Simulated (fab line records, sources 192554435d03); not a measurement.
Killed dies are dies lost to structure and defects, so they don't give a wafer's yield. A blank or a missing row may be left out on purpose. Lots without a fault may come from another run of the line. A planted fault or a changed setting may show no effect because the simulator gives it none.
Split-lot experiment | flow n5_finfet | 7 lots, 21 wafers read, on a route of 1938 steps

THE SPLIT
At N5_BEOL_M7_PECVD_70 (deposits SiO2 from TEOS/O2, target thk 20 nm, time 22.7 s), the setting temp_c was moved away from the recipe's 400 C on 6 of the 21 wafers read, by -4.0% to +4.1%. The other wafers ran this setting at the recipe's value.

FROM THE SPLIT TO THE READING: what the file shows between them, 8 steps
- N5_BEOL_M7_HM_DEP_02: deposits TiN, target thk 20 nm (also split here: target_thk_a)
- N5_BEOL_M7_COAT_59: time 60 s, resist thk 100 nm
- N5_BEOL_M7_COAT_60: time 60 s, resist thk 35 nm
- N5_BEOL_M7_STRIP_68: strips in N2/H2
- N5_BEOL_M7_STRIP_67: strips in CF4
- N5_BEOL_M7_HM_OPEN_17: chemistry Cl2/BCl3, target TiN, target depth 20 nm, overetch 6 nm
- N5_BEOL_M7_STRIP_19: strips in O2
- N5_BEOL_M7_STRIP_80: strips in N2/H2, time 10 s

THE READING
SiO2_of_BEOL_M7_PECVD_70.thk_nm (the simulator's own value, which no gauge read), in nm, at N5_BEOL_M7_HM_STRIP_39 (strips TiN in peroxide tin strip, target depth 25 nm, time 158 s). The file gives no usual value for it. The 15 wafers here that ran the recipe average 20.0 nm, standard deviation 0.27 nm.

wafer  | tool, chamber at the split | temp_c as run, C | against the recipe | SiO2_of_BEOL_M7_PECVD_70.thk_nm, nm | against lot-mates on the recipe
L074.3 | pecvd-01, 2                | 400              | recipe             | 20.2                                | -
L074.4 | pecvd-01, 2                | 383.8            | -4.0%              | 22.8                                | +2.6
L074.6 | pecvd-01, 0                | 383.8            | -4.0%              | 22                                  | +1.8
L082.3 | pecvd-03, 0                | 400              | recipe             | 20                                  | -
L082.4 | pecvd-03, 2                | 400              | recipe             | 20                                  | -
L082.5 | pecvd-03, 1                | 388.7            | -2.8%              | 21.2                                | +1.2
L084.2 | pecvd-02, 1                | 400              | recipe             | 19.4                                | -
L084.5 | pecvd-02, 0                | 400              | recipe             | 19.6                                | -
L084.6 | pecvd-02, 2                | 400              | recipe             | 20.2                                | -
L087.2 | pecvd-02, 0                | 400              | recipe             | 19.8                                | -
L087.3 | pecvd-02, 0                | 407.6            | +1.9%              | 18.4                                | -1.6
L087.4 | pecvd-02, 2                | 400              | recipe             | 20.2                                | -
L089.3 | pecvd-02, 0                | 400              | recipe             | 20                                  | -
L089.4 | pecvd-02, 0                | 400              | recipe             | 20.4                                | -
L089.6 | pecvd-02, 2                | 412.6            | +3.2%              | 18.8                                | -1.4
L097.4 | pecvd-01, 1,0              | 400              | recipe             | 19.8                                | -
L097.5 | pecvd-01, 1,0              | 400              | recipe             | 19.8                                | -
L097.6 | pecvd-01, 2                | 416.4            | +4.1%              | 18.2                                | -1.6
L096.1 | pecvd-02, 2                | 400              | recipe             | 20                                  | -
L096.2 | pecvd-02, 1                | 400              | recipe             | 19.8                                | -
L096.6 | pecvd-02, 2                | 400              | recipe             | 20.4                                | -
Where a row lists several chambers, the file gives one row for several wafers and doesn't say which wafer went through which chamber.

THE FIT
A straight line over all 21 wafers: SiO2_of_BEOL_M7_PECVD_70.thk_nm changes by -0.521 nm for each +1% of temp_c; r = -0.94; the points scatter about the line by 0.35 nm.
The same after taking each lot's own level away (the mean of its wafers on the recipe; 21 wafers): -0.495 nm for each +1%; r = -0.95; scatter 0.31 nm.
On that fit, the largest move of temp_c shifts the reading by 2 nm.
The lots' own levels span 19.73 to 20.20 nm, that is 1.7 times the standard deviation above.
So the lot-to-lot level changes the slope little: the two slopes agree.
Check: with one of the wafers moved furthest among these (+4.1%) left out of the fit, the line predicts -2.2 nm for it against its lot-mates. It came out at -1.6 nm against them.

OTHER SPLITS ON THESE WAFERS
These wafers also went through other splits before the reading. Each is held against what the fit with the lots' levels taken away leaves over:
other split on the same wafers    | wafers away from the commonest value | r with SiO2_of_BEOL_M7_PECVD_70.thk_nm (lot level and that fit taken away)
N5_BEOL_M7_HM_DEP_02 target_thk_a | 7                                    | -0.02

THE WHOLE CHAIN: every reading that the file lists as answering this split, in the file's order
step                   | what it does                                                     | reading                                                                          | change (the file's fit)               | r (the file's)
N5_BEOL_M7_PECVD_70    | deposits SiO2 from TEOS/O2, target thk 20 nm, time 22.7 s        | SiO2_of_BEOL_M7_PECVD_70.thk_nm (the simulator's own value, which no gauge read) | -0.475 nm for each +1% of the setting | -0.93
N5_BEOL_M7_HM_STRIP_39 | strips TiN in peroxide tin strip, target depth 25 nm, time 158 s | SiO2_of_BEOL_M7_PECVD_70.thk_nm (the simulator's own value, which no gauge read) | -0.481 nm for each +1% of the setting | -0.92

THE FILE'S OWN FIT
SiO2_of_BEOL_M7_PECVD_70.thk_nm changes by -0.481 nm for each +1% of temp_c, r = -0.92.
